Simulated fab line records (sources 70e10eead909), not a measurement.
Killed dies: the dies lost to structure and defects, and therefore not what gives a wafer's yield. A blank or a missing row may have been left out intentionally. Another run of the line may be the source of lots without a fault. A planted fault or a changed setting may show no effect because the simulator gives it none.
Check for tools in common + flow nand_harc + 2 lots, 6 wafers sampled

WHAT PROMPTED THE OPENING
At NHARC_END_SORT_01 the reading killed_at_array is flagged on 2 of 2 lots. No-fault wafers: 58, standard deviation 20.
Rule: a lot gets a flag if all its wafers with a number sit over 4 standard deviations from that mean, or if no wafer of it has a number. The rest of the lots are taken to be sound.

| lot  | measured     | on        | killed_at_array, wafer by wafer | flag    |
|------|--------------|-----------|---------------------------------|---------|
| L951 | day 30 05:30 | prober-01 | 676 673 673                     | FLAGGED |
| L953 | day 30 22:38 | prober-02 | 675 672 671                     | FLAGGED |
On average the flagged lots' numbers are 673, which is +615 against the usual, or +31 standard deviations.

WHICH TOOL EACH LOT WENT THROUGH
Before the reading, the record contains 4 process steps out of a 1302-step route. Read each cell as the tool, then ch plus the chambers that the sampled wafers visited, then the start.
| lot  | flag    | NHARC_A_CONTACT_DEP_29        | NHARC_THIN_TSV_PRE_CLEAN_50 | NHARC_THIN_TSV_ANNEAL_52 | NHARC_THIN_TSV_CMP_21 |
|------|---------|-------------------------------|-----------------------------|--------------------------|-----------------------|
| L951 | FLAGGED | pecvd-03 ch 0,1, day 27 08:18 | no row                      | no row                   | no row                |
| L953 | FLAGGED | pecvd-03 ch 0,1, day 27 21:40 | no row                      | no row                   | no row                |
These steps, and what they do:
- NHARC_A_CONTACT_DEP_29: deposits SiON, target thk 100 nm.
- NHARC_THIN_TSV_PRE_CLEAN_50: time 30 s.
- NHARC_THIN_TSV_ANNEAL_52: time 90 s.
- NHARC_THIN_TSV_CMP_21: polishes, t overpolish 30 s, target thk 2000 nm.
- NHARC_END_SORT_01

FLAGGED OVER TOTAL, TOOL BY TOOL (the gauges that took the reading come last)
| step                   | tool      | lots run | flagged | share of the flagged lots | sound lots run after its first flagged lot |
|------------------------|-----------|----------|---------|---------------------------|--------------------------------------------|
| NHARC_A_CONTACT_DEP_29 | pecvd-03  | 2        | 2       | all                       | 0                                          |
| NHARC_END_SORT_01      | prober-01 | 1        | 1       | some                      | 0                                          |
| NHARC_END_SORT_01      | prober-02 | 1        | 1       | some                      | 0                                          |

WHAT THE TABLE PERMITS
1 row of the table ran every flagged lot: pecvd-03 at NHARC_A_CONTACT_DEP_29.
- pecvd-03 at NHARC_A_CONTACT_DEP_29: 2 of its 2 lots flagged. Because this sample shows no sound lot run on it before its first flagged lot, the start cannot be pinned down more closely.
What remains is a single tool, pecvd-03 at NHARC_A_CONTACT_DEP_29.

WHAT WAS PUT IN BY THE SIMULATOR
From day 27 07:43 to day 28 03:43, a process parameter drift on pecvd-03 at NHARC_A_CONTACT_DEP_29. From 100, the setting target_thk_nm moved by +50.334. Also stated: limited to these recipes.
Shown lots that were struck: L951, L953. The rule given above showed the same thing.
